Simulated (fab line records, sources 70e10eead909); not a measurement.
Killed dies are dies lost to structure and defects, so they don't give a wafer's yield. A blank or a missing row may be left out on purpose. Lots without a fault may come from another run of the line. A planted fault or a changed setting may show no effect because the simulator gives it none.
A struck lot beside a sound one | flow nand_harc | 14 steps out of a route of 1159
Sound: wafers L318.1, L318.4, L318.6. Struck: wafer L332.2. (L332.1, L332.5 of the same lot were not struck and are left out.) The cause comes at the end.
At each step with rows: each side's tool, then ch and its chambers, then its first start. Under that, the readings that differ: sound wafers | struck wafers | difference of the means | sigmas: that difference in standard deviations of wafers without a fault.
alike: readings whose means differ by less than 2 such deviations, and words and numbers that are the same on both sides. not compared: withheld readings, readings that some wafer has no value for, bounds like >300 that may hide the same value, and numbers for which the record gives no deviation and whose values overlap.
The two part at a step that has a row with sigmas, a row that says differs or no value, or rows on one side only. Numbers that don't overlap but have no deviation are shown without sigmas and don't part them. A reading that every wafer of one side lacks parts them only if that side has two wafers or more.

first, 8 steps without rows for these wafers: NHARC_A_SGD_CUT_COAT_56 (time 75 s); NHARC_A_SGD_CUT_COAT_57 (time 65 s); NHARC_A_SGD_CUT_COAT_03 (resist thk 90 nm); NHARC_A_SGD_CUT_SOFTBAKE_04 (time 55 s); NHARC_A_SGD_CUT_EBR_05; NHARC_A_SGD_CUT_EXPOSE_06 (exposes mask SGD); NHARC_A_SGD_CUT_PEB_07 (peb time 65 s); NHARC_A_SGD_CUT_DEVELOP_08 (develop time 35 s).
NHARC_A_SGD_CUT_CD_MEAS_09: target cd 100 nm.
  sound on cd_sem-03 ch 0, day 14 16:32; struck on cd_sem-02 ch 0, day 18 11:13
  alike: cd_nm
NHARC_A_SGD_CUT_OVL_MEAS_10:
  sound on overlay-01, day 14 16:38; struck on overlay-01, day 18 11:18
  alike: overlay_x_nm, overlay_y_nm
NHARC_A_SGD_CUT_INSPECT_11:
  sound on defect_inspect-01, day 14 16:41; struck on defect_inspect-01, day 18 11:20
  alike: raw_defect_count
NHARC_A_SGD_CUT_DESCUM_14: chemistry O2, time 3 s.
  sound on rie_diel-08 ch 0,1,3, day 14 16:45; struck on rie_diel-08 ch 0, day 18 11:24
  reading      | sound          | struck | difference | sigmas
  rf_vpp_V (V) | 56.8 58.9 60.2 | 56.8   | -1.8       | -2
  alike: drypump_motor_current_A, oes_product_au, showerhead_plenum_p_Torr, throttle_valve_pct
  not compared: rf_hours_counter_h
NHARC_A_SGD_CUT_ETCH_58: etches the open film in CF4, target depth 39 nm, time 65 s.
  sound on rie_diel-08 ch 0,3, day 14 16:50; struck on rie_diel-08 ch 0, day 18 11:29
  reading               | sound             | struck | difference | sigmas
  oes_product_au (a.u.) | 1.006 1.003 1.002 | 0.874  | -0.130     | -15
  alike: drypump_motor_current_A, rf_vpp_V, showerhead_plenum_p_Torr, throttle_valve_pct
  not compared: rf_hours_counter_h
NHARC_A_SGD_CUT_ETCH_59: etches the open film in N2/H2, target depth 260 nm, time 406.25 s.
  sound on rie_diel-08 ch 0,1,3; struck on rie_diel-08 ch 2
  reading                     | sound       | struck | difference | sigmas
  drypump_motor_current_A (A) | 5.2 5.6 5.7 | 6.3    | +0.8       | +2
  alike: oes_product_au, rf_vpp_V, showerhead_plenum_p_Torr, throttle_valve_pct
  not compared: rf_hours_counter_h

WHERE THEY PART
First at NHARC_A_SGD_CUT_DESCUM_14; last, within this record, at NHARC_A_SGD_CUT_ETCH_59.

WHY: what the simulator had put in
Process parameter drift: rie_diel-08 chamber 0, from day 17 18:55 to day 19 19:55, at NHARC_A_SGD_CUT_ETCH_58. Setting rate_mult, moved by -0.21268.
